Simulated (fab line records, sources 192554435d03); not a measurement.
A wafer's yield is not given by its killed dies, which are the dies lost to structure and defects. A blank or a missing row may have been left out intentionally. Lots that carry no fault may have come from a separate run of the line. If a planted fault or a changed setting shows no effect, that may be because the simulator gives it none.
Matching of chambers | flow n5_finfet | rie_diel-01 running N5_BEOL_M6_VIA_ETCH_34: 4 sister chambers
The step etches SiCOH lowk in C4F6/O2, target depth 126.3 nm, time 50.9 s. 18 wafers are shown with their chamber, then 9 later ones without.

== WAFERS WITH THEIR CHAMBER ==
wafer  | chamber | rf_vpp_V (V) | throttle_valve_pct (%) | showerhead_plenum_p_Torr (Torr)
L075.1 | 0       | 655          | 20.64                  | 2.80
L075.2 | 2       | 662          | 20.79                  | 2.92
L075.4 | 3       | 684          | 20.75                  | 2.78
L077.2 | 2       | 662          | 20.81                  | 2.92
L077.3 | 1       | 668          | 21.40                  | 2.73
L077.4 | 3       | 684          | 20.74                  | 2.78
L076.1 | 0       | 656          | 20.67                  | 2.79
L076.3 | 1       | 668          | 21.39                  | 2.73
L076.5 | 3       | 683          | 20.75                  | 2.78
L081.1 | 0       | 655          | 20.66                  | 2.79
L081.5 | 3       | 683          | 20.76                  | 2.78
L081.6 | 0       | 654          | 20.67                  | 2.79
L083.2 | 0       | 655          | 20.67                  | 2.79
L083.4 | 2       | 663          | 20.81                  | 2.91
L083.6 | 2       | 661          | 20.82                  | 2.91
L092.1 | 0       | 656          | 20.71                  | 2.78
L092.2 | 3       | 684          | 20.78                  | 2.77
L092.5 | 1       | 667          | 21.44                  | 2.71

SIGNATURES (means of the wafers above)
reading                  | chamber 0 | chamber 1 | chamber 2 | chamber 3 | scatter within a chamber
rf_vpp_V                 | 655.17    | 667.67    | 662.00    | 683.60    | 0.692
throttle_valve_pct       | 20.6700   | 21.4100   | 20.8075   | 20.7560   | 0.0196
showerhead_plenum_p_Torr | 2.7900    | 2.7233    | 2.9150    | 2.7780    | 0.0068
Rule: for a wafer and a chamber, the distance is found by dividing, reading by reading, the gap between the wafer's reading and the chamber's mean by the reading's scatter, squaring, summing and taking the root. If the next closest chamber is less than 2 further off than the closest, the wafer can't be placed; otherwise it belongs to the closest. The scatter is the square root of a quotient: the sum, over the shown wafers, of each reading's squared deviation from its chamber's mean, divided by wafers minus chambers.

== WAFERS WITH NO CHAMBER GIVEN ==
wafer  | rf_vpp_V (V) | throttle_valve_pct (%) | showerhead_plenum_p_Torr (Torr)
L091.1 | 682          | 20.80                  | 2.77
L091.4 | 655          | 20.71                  | 2.78
L091.5 | 660          | 20.86                  | 2.90
L094.2 | 660          | 20.86                  | 2.90
L094.3 | 683          | 20.81                  | 2.77
L094.6 | 667          | 21.47                  | 2.71
L096.1 | 668          | 21.46                  | 2.71
L096.4 | 682          | 20.80                  | 2.77
L096.5 | 661          | 20.87                  | 2.90

== EACH ONE'S CHAMBER ==
wafer  | from the rows above | in truth
L091.1 | 3                   | 3
L091.4 | 0                   | 0
L091.5 | 2                   | 2
L094.2 | 2                   | 2
L094.3 | 3                   | 3
L094.6 | 1                   | 1
L096.1 | 1                   | 1
L096.4 | 3                   | 3
L096.5 | 2                   | 2
Correct placement for 9 of the 9. Not placeable from these rows: 0. Placed wrongly: 0.
